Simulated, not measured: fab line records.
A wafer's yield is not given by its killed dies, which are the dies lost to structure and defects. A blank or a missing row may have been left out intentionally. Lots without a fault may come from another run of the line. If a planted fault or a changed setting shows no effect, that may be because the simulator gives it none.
fab line records -- flow n5Finfet
[record] lots = 6, wafers = 17, lastDay = 16
route steps=1938 shown BEOL_M9@1419 PASSIVATION@1936
lots that met no fault: from a run of the same line without faults
startH: hours from the record's first day to the start of the lot's first wafer shown -- waitH: hours since the lot's step before -- " same as the row above -- L1.1+2: one row covering several wafers at once -- - no value present, or no start provided -- * or withheld: withheld -- < > ~ a bound
route shown NAME@n: a module of which the file shows steps, and the number in the route of the first -- usual: mean and standard deviation over wafers with no fault -- same: alike in all rows -- chamber/n: place in a boat -- sites: per-site readings -- _std_site: standard deviation across them -- _edge_site: inner sites' mean taken away from outer sites' mean -- radiusMm: how far each site lies from the wafer's centre -- mask NAME#n: copy n -- behind: the last tool/chamber to shape the wafer -- hold: what put the lot on hold/how long, in hours/how the hold closed -- device: which transistor (n, p or np) failed to switch -- end of line: the tests these same wafers got at the end of their route -- a step with no rows: only its recipe -- killed: the dies lost at the first sort to structure and to defects; this is not the yield of the wafer -- map: a wafer's dies, marking killed ones x, the rest . and places with no die _
set.NAME: setting as actually run; set.NAME@STEP: the setting as run at that earlier step -- model.NAME: the simulator's own value behind a step, which no gauge read
lots at some steps of the route; a table a step, a row a wafer
services: when a tool's chamber went out of use (startH, in hours from the record's first day, below 0 if earlier), for how many hours, and the reason
[[steps]]
[step N5_BEOL_M9_ETCH_62]
[recipe] chemistry = N2/H2, target = SOC, targetDepthA = 1100, overetchA = 220, maskMaterial = SiARC, tempC = 40, timeS = 165, ionEnergyEv = 200, pressureMtorr = 30, sourceW = 840, biasW = 150, n2FlowSccm = 200, h2FlowSccm = 200
[usual] drypumpMotorCurrentA = 5.9/0.33, oesProductAu = 0.69/0.071, rfVppV = 523/3.4, showerheadPlenumPTorr = 2.51/0.12, throttleValvePct = 17.67/0.3
lot.wafer,tool,chamber,startH,waitH,drypumpMotorCurrentA,oesProductAu,rfHoursCounterH,rfVppV,showerheadPlenumPTorr,throttleValvePct
L415.1,rieDiel-04,1,250.21,0.0,6.2,0.61,192,527,2.60,17.56
L415.2,rieDiel-04,3,250.21,0.0,5.6,0.65,141,519,2.33,17.51
L415.6,rieDiel-04,3,250.21,0.0,5.6,0.65,-,518,2.33,17.50
L417.4,rieDiel-04,3,282.08,0.0,5.6,0.64,151,517,2.33,17.53
L417.5,rieDiel-04,2,282.08,0.0,6.0,0.77,-,526,2.59,17.65
L417.6,rieDiel-04,3,282.08,0.0,5.6,0.64,-,517,2.33,17.51
L418.1,rieDiel-03,1,292.19,0.0,5.6,0.60,224,521,2.40,18.14
L418.2,rieDiel-03,3,292.19,0.0,5.5,0.77,13,528,2.71,17.31
L418.5,rieDiel-03,1,292.19,0.0,5.6,0.60,-,520,2.40,18.14
L419.1,rieDiel-03,2,300.57,0.0,6.6,0.76,31,522,2.47,17.16
L419.5,rieDiel-03,3,300.57,0.0,5.5,0.77,-,529,2.71,17.31
L419.6,rieDiel-03,0,300.57,0.0,5.9,0.70,-,525,2.57,18.06
L422.1,rieDiel-04,3,318.13,0.0,5.7,0.64,159,517,2.33,17.51
L422.5,rieDiel-04,0,318.13,0.0,5.4,0.62,-,520,2.40,17.64
L422.6,rieDiel-04,1,318.13,0.0,6.2,0.60,-,527,2.59,17.61
L426.4,rieDiel-06,0,333.80,0.0,5.5,0.76,18,530,2.69,17.52
L426.6,rieDiel-06,0,333.80,0.0,5.5,0.77,-,528,2.69,17.49
[step N5_BEOL_M9_STRIP_68]
[recipe] chemistry = N2/H2, tempC = 40, n2FlowSccm = 200, h2FlowSccm = 200, rfFrequencyHz = 6e+07
[step N5_BEOL_M9_STRIP_67]
[recipe] chemistry = CF4, resist = SiARC, powerW = 300, biasPowerW = 75, pressureMtorr = 50, cf4FlowSccm = 150, rfFrequencyHz = 6e+07
[usual] drypumpMotorCurrentA = 5.8/0.33, oesProductAu = 0.81/0.084, rfVppV = 270.8/1.9, showerheadPlenumPTorr = 1.78/0.075, throttleValvePct = 13.48/0.28
lot.wafer,tool,chamber,startH,waitH,drypumpMotorCurrentA,oesProductAu,rfHoursCounterH,rfVppV,showerheadPlenumPTorr,throttleValvePct
L415.1,rieDiel-04,1,250.36,0.0,6.1,0.73,192,273.4,1.85,13.54
L415.2,rieDiel-04,3,250.36,0.0,5.6,0.76,141,267.5,1.66,13.35
L415.6,rieDiel-04,3,250.36,0.0,5.6,0.76,-,266.7,1.66,13.37
L417.4,rieDiel-04,3,282.23,0.0,5.6,0.76,151,266.8,1.66,13.37
L417.5,rieDiel-04,2,282.23,0.0,6.0,0.89,-,272.5,1.81,13.34
L417.6,rieDiel-04,3,282.23,0.0,5.6,0.76,-,268.2,1.66,13.36
L418.1,rieDiel-03,1,292.34,0.0,5.6,0.71,224,268.8,1.72,13.97
L418.2,rieDiel-03,3,292.34,0.0,5.5,0.92,13,275.4,1.89,13.01
L418.5,rieDiel-03,1,292.34,0.0,5.6,0.71,-,268.3,1.72,13.96
L419.1,rieDiel-03,2,300.71,0.0,6.6,0.89,31,271.5,1.77,13.15
L419.5,rieDiel-03,3,300.71,0.0,5.5,0.91,-,273.1,1.89,12.99
L419.6,rieDiel-03,0,300.71,0.0,5.9,0.81,-,271.2,1.84,13.79
L422.1,rieDiel-04,3,318.28,0.0,5.6,0.75,159,268.3,1.66,13.39
L422.5,rieDiel-04,0,318.28,0.0,5.4,0.72,-,269.5,1.71,13.56
L422.6,rieDiel-04,1,318.28,0.0,6.1,0.71,-,271.1,1.85,13.57
L426.4,rieDiel-06,0,333.95,0.0,5.5,0.91,18,274.2,1.90,13.30
L426.6,rieDiel-06,0,333.95,0.0,5.5,0.90,-,273.2,1.90,13.30
[step N5_BEOL_M9_HM_OPEN_17]
[recipe] chemistry = Cl2/BCl3, targetDepthA = 200, overetchA = 60, target = TiN, maskMaterial = SOC, ionEnergyEv = 150, pressureMtorr = 10, icpW = 1000, biasW = 126, Cl2_flow_sccm = 53.25, bcl3FlowSccm = 21.75, Ar_flow_sccm = 25
[usual] bcl3FlowSccm = 21.75/0.06, drypumpMotorCurrentA = 5.7/0.36, oesProductAu = 0.68/0.059, throttleValvePct = 22.02/0.25
lot.wafer,tool,chamber,startH,waitH,bcl3FlowSccm,drypumpMotorCurrentA,oesProductAu,rfHoursCounterH,throttleValvePct
L415.1,rieMetal-01,0,250.41,0.0,21.82,5.2,0.75,16,22.28
L415.2,rieMetal-01,1,250.41,0.0,21.68,5.5,0.80,5,22.19
L415.6,rieMetal-01,1,250.41,0.0,21.67,5.5,0.80,-,22.21
L417.4,rieMetal-03,1,282.30,0.1,21.74,5.9,0.65,-,22.23
L417.5,rieMetal-03,1,282.30,0.1,21.76,6.0,0.64,-,22.21
L417.6,rieMetal-03,0,282.30,0.1,21.79,5.6,0.64,-,21.89
L418.1,rieMetal-03,1,292.38,0.0,21.72,5.9,0.65,50,22.23
L418.2,rieMetal-03,0,292.38,0.0,21.74,5.7,0.64,52,21.86
L418.5,rieMetal-03,0,292.38,0.0,21.76,5.6,0.64,-,21.87
L419.1,rieMetal-01,0,300.75,0.0,21.71,5.1,0.73,20,22.28
L419.5,rieMetal-01,1,300.75,0.0,21.85,5.5,0.78,-,22.21
L419.6,rieMetal-01,0,300.75,0.0,21.80,5.2,0.73,-,22.29
L422.1,rieMetal-03,1,318.32,0.0,21.78,5.9,0.65,51,22.22
L422.5,rieMetal-03,1,318.32,0.0,21.67,5.9,0.64,-,22.21
L422.6,rieMetal-03,0,318.32,0.0,21.69,5.6,0.64,-,21.87
L426.4,rieMetal-01,1,334.02,0.1,21.68,5.5,0.77,-,22.25
L426.6,rieMetal-01,0,334.02,0.1,21.80,5.2,0.72,-,22.29
[step N5_BEOL_M9_STRIP_19]
[recipe] chemistry = O2, powerW = 400, tempC = 40, pressureMtorr = 30, rfFrequencyHz = 6e+07, biasPowerW = 0, overashFraction = 0.2, o2FlowSccm = 225
[usual] drypumpMotorCurrentA = 5.9/0.31, oesProductAu = 0.81/0.088, rfVppV = 3.7/0.63, showerheadPlenumPTorr = 2.08/0.095, throttleValvePct = 16.56/0.23
lot.wafer,tool,chamber,startH,waitH,drypumpMotorCurrentA,oesProductAu,rfHoursCounterH,rfVppV,showerheadPlenumPTorr,throttleValvePct
L415.1,rieDiel-04,3,250.52,0.1,5.7,0.76,141,4.0,1.94,16.50
L415.2,rieDiel-04,1,250.52,0.1,6.2,0.73,192,2.8,2.18,16.65
L415.6,rieDiel-04,3,250.52,0.1,5.6,0.77,-,4.5,1.94,16.49
L417.4,rieDiel-06,3,282.38,0.1,6.0,0.74,160,4.1,2.02,16.84
L417.5,rieDiel-06,2,282.38,0.1,5.9,0.90,-,3.6,2.11,16.25
L417.6,rieDiel-06,3,282.38,0.1,6.0,0.75,-,3.1,2.02,16.85
L418.1,rieDiel-03,1,292.49,0.1,5.6,0.71,224,3.9,1.99,17.02
L418.2,rieDiel-03,3,292.49,0.1,5.5,0.93,13,3.1,2.23,16.12
L418.5,rieDiel-03,3,292.49,0.1,5.5,0.93,-,4.4,2.23,16.14
L419.1,rieDiel-04,0,300.89,0.1,5.4,0.72,198,3.4,1.97,16.39
L419.5,rieDiel-04,0,300.89,0.1,5.4,0.73,-,2.6,1.97,16.43
L419.6,rieDiel-04,3,300.89,0.1,5.7,0.76,-,3.1,1.94,16.52
L422.1,rieDiel-03,1,318.43,0.1,5.5,0.71,232,3.3,1.99,17.04
L422.5,rieDiel-03,0,318.43,0.1,5.9,0.82,-,3.9,2.12,16.80
L422.6,rieDiel-03,1,318.43,0.1,5.6,0.71,-,3.3,1.99,17.04
L426.4,rieDiel-06,2,334.10,0.1,5.9,0.88,34,3.8,2.11,16.25
L426.6,rieDiel-06,0,334.10,0.1,5.5,0.91,-,2.8,2.23,16.37
[step N5_BEOL_M9_CD_MEAS_18]
[recipe] pitchNm = 140, targetCdNm = 70
[usual] cdNm = 70.4/0.9
lot.wafer,tool,chamber,startH,waitH,cdNm
L415.1,cdSem-03,-,250.59,0.0,68.5
L415.2,cdSem-03,-,250.59,0.0,69.9
L415.6,cdSem-03,-,250.59,0.0,69.5
L417.4,cdSem-01,-,282.46,0.1,69.9
L417.5,cdSem-01,-,282.46,0.1,70.4
L417.6,cdSem-01,-,282.46,0.1,69.1
L418.1,cdSem-02,-,292.56,0.0,71.0
L418.2,cdSem-02,-,292.56,0.0,71.2
L418.5,cdSem-02,-,292.56,0.0,70.7
L419.1,cdSem-03,-,300.96,0.0,71.3
L419.5,cdSem-03,-,300.96,0.0,69.6
L419.6,cdSem-03,-,300.96,0.0,71.4
L422.1,cdSem-01,-,318.50,0.0,70.9
L422.5,cdSem-01,-,318.50,0.0,70.2
L422.6,cdSem-01,-,318.50,0.0,71.1
L426.4,cdSem-03,-,334.18,0.1,69.4
L426.6,cdSem-03,-,334.18,0.1,68.3
[step N5_BEOL_M9_COAT_63]
[recipe] resist = SOC, tempC = 250, timeS = 60, spinRpm = 1500, resistThkNm = 60
[step N5_BEOL_M9_COAT_64]
[recipe] resist = SiARC, tempC = 220, timeS = 60, spinRpm = 1500, resistThkNm = 12
[step N5_BEOL_M9_COAT_75]
[recipe] resist = underlayer, tempC = 205, timeS = 60, spinRpm = 1500, resistThkNm = 5
[step N5_BEOL_M9_COAT_22]
[recipe] resist = CAR-EUV, spinRpm = 1500, resistThkNm = 30
[step N5_BEOL_M9_EBR_24]
[recipe] solvent = PGMEA, ebrWidthMm = 1.5
[step N5_BEOL_M9_SOFTBAKE_23]
[recipe] tempC = 110, timeS = 60, resist = CAR-EUV
[step N5_BEOL_M9_EXPOSE_25]
[recipe] maskId = V8, na = 0.33, sourceShape = annular, sigmaInner = 0.4, sigmaOuter = 0.8, polarization = unpolarized, doseMj = 37.25
[same] sigmaInner = 0.4
lot.wafer,tool,chamber,startH,waitH,mask
L415.1+2+6,euvScanner-01,0,253.27,-,V8#0
L417.4+5+6,euvScanner-01,0,282.82,-,V8#0
L418.1+2+5,euvScanner-01,0,293.96,-,V8#0
L419.1+5+6,euvScanner-01,0,305.19,-,V8#0
L422.1+5+6,euvScanner-02,0,319.68,-,V8#0
L426.4+6,euvScanner-02,0,334.70,-,V8#0
[step N5_BEOL_M9_PEB_26]
[recipe] pebTempC = 100, pebTimeS = 60, resist = CAR-EUV
[step N5_BEOL_M9_DEVELOP_27]
[recipe] developTimeS = 30, developer = TMAH, resist = CAR-EUV, rinseLiquid = surfactantRinse, dry = airSpin, devTempC = 23
[step N5_BEOL_M9_CD_MEAS_28]
[recipe] targetCdNm = 70, landingEnergyEv = 500, detector = seInlens, polarity = opening
[usual] cdNm = 69.90/0.29
[same] landingEnergyEv = 500
lot.wafer,tool,chamber,startH,waitH,cdNm
L415.1,cdSem-03,0,253.40,-,69.55
L415.2,cdSem-03,0,253.40,-,69.79
L415.6,cdSem-03,0,253.40,-,69.85
L417.4,cdSem-03,0,282.93,-,69.97
L417.5,cdSem-03,0,282.93,-,69.70
L417.6,cdSem-03,0,282.93,-,69.58
L418.1,cdSem-01,0,294.09,-,75.23
L418.2,cdSem-01,0,294.09,-,69.58
L418.5,cdSem-01,0,294.09,-,75.22
L419.1,cdSem-01,0,305.32,-,76.07
L419.5,cdSem-01,0,305.32,-,75.91
L419.6,cdSem-01,0,305.32,-,70.36
L422.1,cdSem-02,0,319.81,-,69.78
L422.5,cdSem-02,0,319.81,-,70.02
L422.6,cdSem-02,0,319.81,-,69.83
L426.4,cdSem-02,0,334.81,-,69.86
L426.6,cdSem-02,0,334.81,-,69.70
[step N5_BEOL_M9_OVL_MEAS_29]
[recipe] pointsPerWafer = 522
[usual] V8_OVL = 0.1/0.67
lot.wafer,tool,chamber,startH,waitH,V8_OVL[nm]
L415.1,overlay-02,0,253.43,0.0,1.3
L415.2,overlay-02,0,253.43,0.0,1.3
L415.6,overlay-02,0,253.43,0.0,0.7
L417.4,overlay-02,0,282.99,0.1,-0.6
L417.5,overlay-02,0,282.99,0.1,-0.2
L417.6,overlay-02,0,282.99,0.1,-0.2
L418.1,overlay-02,0,294.12,0.0,-0.9
L418.2,overlay-02,0,294.12,0.0,-0.5
L418.5,overlay-02,0,294.12,0.0,0.2
L419.1,overlay-02,0,305.35,0.0,0.6
L419.5,overlay-02,0,305.35,0.0,-0.9
L419.6,overlay-02,0,305.35,0.0,1.1
L422.1,overlay-01,0,319.84,0.0,0.3
L422.5,overlay-01,0,319.84,0.0,0.3
L422.6,overlay-01,0,319.84,0.0,-0.3
L426.4,overlay-01,0,334.86,0.0,0.2
L426.6,overlay-01,0,334.86,0.0,1.0
[step N5_PASSIVATION_PROBE_49]
[usual] defectLimitedYield = 90.9/1.6, killed_at_M0_to_M3 = 34/10, killed_at_M4_up = 13/5.4, killedAtContacts = 13/6, killedAtFrontEnd = 42/13, killedAtOther = 4/3.2, killedDies = 107/18, killedOpen = 69/14, killedShort = 35/7.7, sort_bin_5_function = 5.3/1, sort_bin_6_memory = 3.3/0.75, sort_bin_8_speed = 0.00/0.015, sortNPass = 1073/19, sortYieldPct = 90.9/1.6
[same] grossDies = 1180, killedAtBackSide = 0, sort_bin_4_leakage[%] = 0
lot.wafer,tool,chamber,startH,waitH,defectLimitedYield[%],killed_at_M0_to_M3,killed_at_M4_up,killedAtContacts,killedAtFrontEnd,killedAtOther,killedDies,killedOpen,killedShort,sort_bin_5_function[%],sort_bin_6_memory[%],sort_bin_8_speed[%],sortNPass,sortYieldPct[%]
L415.1,prober-02,-,312.61,0.0,94.2,29,9,1,30,0,69,39,24,2.9,2.3,0,1111,94.2
L415.2,prober-02,-,312.66,0.1,93.3,24,13,0,40,2,79,45,32,4.1,2.2,0,1101,93.3
L415.6,prober-02,-,312.86,0.3,94.2,30,9,7,21,1,68,40,28,3.2,1.9,0,1112,94.2
L417.4,prober-02,-,342.09,0.2,90.6,37,22,15,34,3,111,73,36,5.3,4.1,0,1069,90.6
L417.5,prober-02,-,342.14,0.2,92.7,35,8,11,29,3,86,55,31,4.7,2.5,0,1094,92.7
L417.6,prober-02,-,342.19,0.3,90.5,34,14,16,31,17,112,59,43,4.5,3.8,0,1068,90.5
L418.1,prober-01,-,353.28,0.0,89.6,40,19,7,52,5,123,63,50,6.0,3.6,0,1057,89.6
L418.2,prober-01,-,353.33,0.1,87.5,44,14,23,63,3,147,102,37,7.0,5.1,0,1033,87.5
L418.5,prober-01,-,353.48,0.2,89.3,42,16,13,50,5,126,81,39,5.5,4.7,0,1054,89.3
L419.1,prober-01,-,357.41,0.0,90.9,37,10,6,50,4,107,65,38,4.7,4.0,0,1073,90.9
L419.5,prober-01,-,357.61,0.2,90.9,49,9,10,35,4,107,71,34,5.7,3.0,0.08,1072,90.8
L419.6,prober-01,-,357.66,0.3,88.9,48,11,12,56,4,131,73,43,6.0,4.1,0,1049,88.9
L422.1,prober-02,-,374.66,0.0,89.0,43,12,8,57,10,130,82,38,7.2,3.7,0,1050,89.0
L422.5,prober-02,-,374.86,0.2,89.2,45,10,13,58,2,128,96,32,5.9,4.8,0,1052,89.2
L422.6,prober-02,-,374.91,0.3,89.4,46,13,10,47,9,125,89,33,6.8,3.4,0,1055,89.4
L426.4,prober-01,-,395.05,0.2,92.1,15,11,14,52,1,93,60,26,5.4,2.3,0,1087,92.1
L426.6,prober-01,-,395.15,0.3,91.4,39,9,12,37,4,101,66,34,4.8,3.6,0,1079,91.4
// killed by level:class
L415.1 BEOL_M0_SAQP:geometricParticle:open=7 FIN_SAQP:geometricParticle:short=6 BEOL_M0_SAQP:geometricParticle:short=6 FIN_SAQP:geometricParticle:open=5 HKMG_FIN:areaEtch=5 DUMMY_GATE:geometricParticle:open=4 BEOL_M1:geometricParticle:open=4 BEOL_M3:geometricParticle:open=4
L415.2 FIN_SAQP:geometricParticle:short=14 FIN_SAQP:geometricParticle:open=13 BEOL_M4:geometricParticle:open=6 BEOL_M0_SAQP:geometricParticle:short=4 BEOL_M0_SAQP:geometricParticle:open=4 BEOL_M2:geometricParticle:open=4 STARTING-WAFER:geometricParticle:short=4 DUMMY_GATE:geometricParticle:open=3
L415.6 BEOL_M1:geometricParticle:open=9 BEOL_M0_SAQP:geometricParticle:short=8 STI_FIN_REVEAL:geometricParticle:open=6 BEOL_M0_SAQP:geometricParticle:open=5 MOL_CONTACT_COAG:geometricParticle:short=4 STARTING-WAFER:geometricParticle:short=4 FIN_SAQP:geometricParticle:short=3 FIN_SAQP:geometricParticle:open=3
L417.4 BEOL_M4:geometricParticle:open=16 MOL_CONTACT_COAG:geometricParticle:open=13 BEOL_M0_SAQP:geometricParticle:short=11 BEOL_M0_SAQP:geometricParticle:open=10 STI_FIN_REVEAL:geometricParticle:open=8 BEOL_M2:geometricParticle:open=7 GATE_CUT:geometricParticle:short=5 BEOL_M4:geometricParticle:short=5
L417.5 BEOL_M1:geometricParticle:open=9 BEOL_M0_SAQP:geometricParticle:open=7 MOL_CONTACT_COAG:geometricParticle:open=6 BEOL_M0_SAQP:geometricParticle:short=6 GATE_CUT:geometricParticle:open=5 MOL_CONTACT_COAG:geometricParticle:short=5 BEOL_M2:geometricParticle:open=5 FIN_SAQP:geometricParticle:short=4
L417.6 BEOL_M0_SAQP:geometricParticle:open=12 MOL_CONTACT_COAG:geometricParticle:open=10 HKMG_FIN:areaEtch=9 BEOL_M0_SAQP:geometricParticle:short=8 MIM_BOT:geometricParticle:short=8 BEOL_M4:geometricParticle:open=7 MOL_CONTACT_COAG:geometricParticle:short=6 MIM_BOT:geometricParticle:open=6
L418.1 BEOL_M0_SAQP:geometricParticle:short=14 BEOL_M4:geometricParticle:open=9 DUMMY_GATE:geometricParticle:open=8 FIN_SAQP:geometricParticle:short=7 BEOL_M3:geometricParticle:open=7 GATE_CUT:geometricParticle:short=6 BEOL_M0_SAQP:geometricParticle:open=6 FIN_SAQP:geometricParticle:open=5
L418.2 MOL_CONTACT_COAG:geometricParticle:open=19 FIN_SAQP:geometricParticle:open=18 STI_FIN_REVEAL:geometricParticle:open=15 BEOL_M1:geometricParticle:open=10 BEOL_M0_SAQP:geometricParticle:short=10 BEOL_M0_SAQP:geometricParticle:open=7 BEOL_M3:geometricParticle:open=7 BEOL_M4:geometricParticle:open=7
L418.5 FIN_SAQP:geometricParticle:open=11 FIN_SAQP:geometricParticle:short=10 MOL_CONTACT_COAG:geometricParticle:open=10 BEOL_M2:geometricParticle:open=9 BEOL_M3:geometricParticle:open=8 BEOL_M0_SAQP:geometricParticle:open=7 BEOL_M1:geometricParticle:open=6 DUMMY_GATE:geometricParticle:open=5
L419.1 STI_FIN_REVEAL:geometricParticle:open=13 BEOL_M1:geometricParticle:open=12 FIN_SAQP:geometricParticle:short=10 STI_FIN_REVEAL:geometricParticle:short=7 BEOL_M0_SAQP:geometricParticle:open=7 BEOL_M0_SAQP:geometricParticle:short=7 MOL_CONTACT_COAG:geometricParticle:open=6 FIN_SAQP:geometricParticle:open=5
L419.5 BEOL_M0:geometricParticle:open=10 BEOL_M0_SAQP:geometricParticle:open=9 STI_FIN_REVEAL:geometricParticle:open=8 DUMMY_GATE:geometricParticle:open=8 BEOL_M0_SAQP:geometricParticle:short=7 MOL_CONTACT_COAG:geometricParticle:open=7 BEOL_M1:geometricParticle:open=7 BEOL_M2:geometricParticle:open=6
L419.6 BEOL_M2:geometricParticle:open=12 MOL_CONTACT_COAG:geometricParticle:open=10 HKMG_FIN:areaEtch=10 FIN_SAQP:geometricParticle:short=9 BEOL_M0_SAQP:geometricParticle:open=9 STI_FIN_REVEAL:geometricParticle:open=8 BEOL_M0_SAQP:geometricParticle:short=5 BEOL_M1:geometricParticle:open=5
L422.1 FIN_SAQP:geometricParticle:open=15 STI_FIN_REVEAL:geometricParticle:open=12 BEOL_M3:geometricParticle:open=12 BEOL_M0_SAQP:geometricParticle:short=8 BEOL_M0_SAQP:geometricParticle:open=8 BEOL_M1:geometricParticle:open=8 FIN_CUT:areaEtch=8 GATE_CUT:geometricParticle:short=5
L422.5 FIN_SAQP:geometricParticle:open=18 STI_FIN_REVEAL:geometricParticle:open=17 BEOL_M2:geometricParticle:open=15 BEOL_M3:geometricParticle:open=10 MOL_CONTACT_COAG:geometricParticle:open=10 BEOL_M0_SAQP:geometricParticle:short=7 DUMMY_GATE:geometricParticle:open=5 FIN_SAQP:geometricParticle:short=4
L422.6 BEOL_M3:geometricParticle:open=16 STI_FIN_REVEAL:geometricParticle:open=12 BEOL_M0_SAQP:geometricParticle:short=7 BEOL_M0_SAQP:geometricParticle:open=7 BEOL_M2:geometricParticle:open=6 FIN_SAQP:geometricParticle:open=5 DUMMY_GATE:geometricParticle:open=5 SPACER0:geometricParticle:open=5
L426.4 FIN_SAQP:geometricParticle:open=13 MOL_CONTACT_COAG:geometricParticle:open=9 FIN_SAQP:geometricParticle:short=8 STI_FIN_REVEAL:geometricParticle:open=7 FIN_CUT:areaEtch=6 DUMMY_GATE:geometricParticle:open=5 MOL_CONTACT_COAG:geometricParticle:short=5 BEOL_M0_SAQP:geometricParticle:open=4
L426.6 BEOL_M0_SAQP:geometricParticle:short=13 FIN_SAQP:geometricParticle:open=12 MOL_CONTACT_COAG:geometricParticle:open=10 BEOL_M3:geometricParticle:open=9 FIN_SAQP:geometricParticle:short=6 STI_FIN_REVEAL:geometricParticle:open=6 BEOL_M0:geometricParticle:open=6 BEOL_M0_SAQP:geometricParticle:open=5
[[services]]
tool,chamber,startH,hours,kind
euvScanner-02,-,230.15,1.0,pm
rieDiel-03,3,233.72,-,clean
rieDiel-03,3,233.72,-,consumableReplace:focusRing
rieDiel-03,3,233.72,-,consumableReplace:showerhead
rieDiel-03,3,233.72,11.9,scheduledDown
rieDiel-03,3,233.72,11.9,ventCycle
rieDiel-06,0,242.41,-,clean
rieDiel-06,0,242.41,-,consumableReplace:focusRing
rieDiel-06,0,242.41,-,consumableReplace:showerhead
rieDiel-06,0,242.41,21.1,scheduledDown
rieDiel-06,0,242.41,21.1,ventCycle
rieDiel-04,0,250.43,17.9,repair
euvScanner-02,-,266.90,5.8,pm
rieDiel-03,-,267.61,2.8,pm
rieMetal-01,-,272.73,0.1,repair
euvScanner-01,-,280.43,1.0,pm
rieDiel-03,3,285.89,4.9,repair
euvScanner-02,-,286.30,1.0,pm
euvScanner-01,-,297.42,-,calibration
euvScanner-01,-,308.94,4.6,pm
rieDiel-06,-,318.79,1.1,repair
euvScanner-01,-,320.27,6.2,pm
[[key]]
[firstSign] step = N5_BEOL_M9_CD_MEAS_28, reading = cdNm, direction = up, sigmas = 20, usual = 69.90, struck = 75.61
effect none on later readings
metAt N5_BEOL_M9_EXPOSE_25
struckWafers L418.1,L418.5,L419.1,L419.5
[baselineLoss] step = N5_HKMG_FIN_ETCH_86, wafers = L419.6
onsetBetween 282.82 293.96
[fault] kind = processParameterDrift, tool = euvScanner-01, chamber = -, onsetH = 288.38, steps = N5_BEOL_M9_EXPOSE_25, channel = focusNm, offset = 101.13, shape = step, endH = 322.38, scope = struckWafersOnly
// baselineLoss: these wafers lose ten dies or more at that step, a loss of the line's own and not of a fault; the sort's usual values leave them out
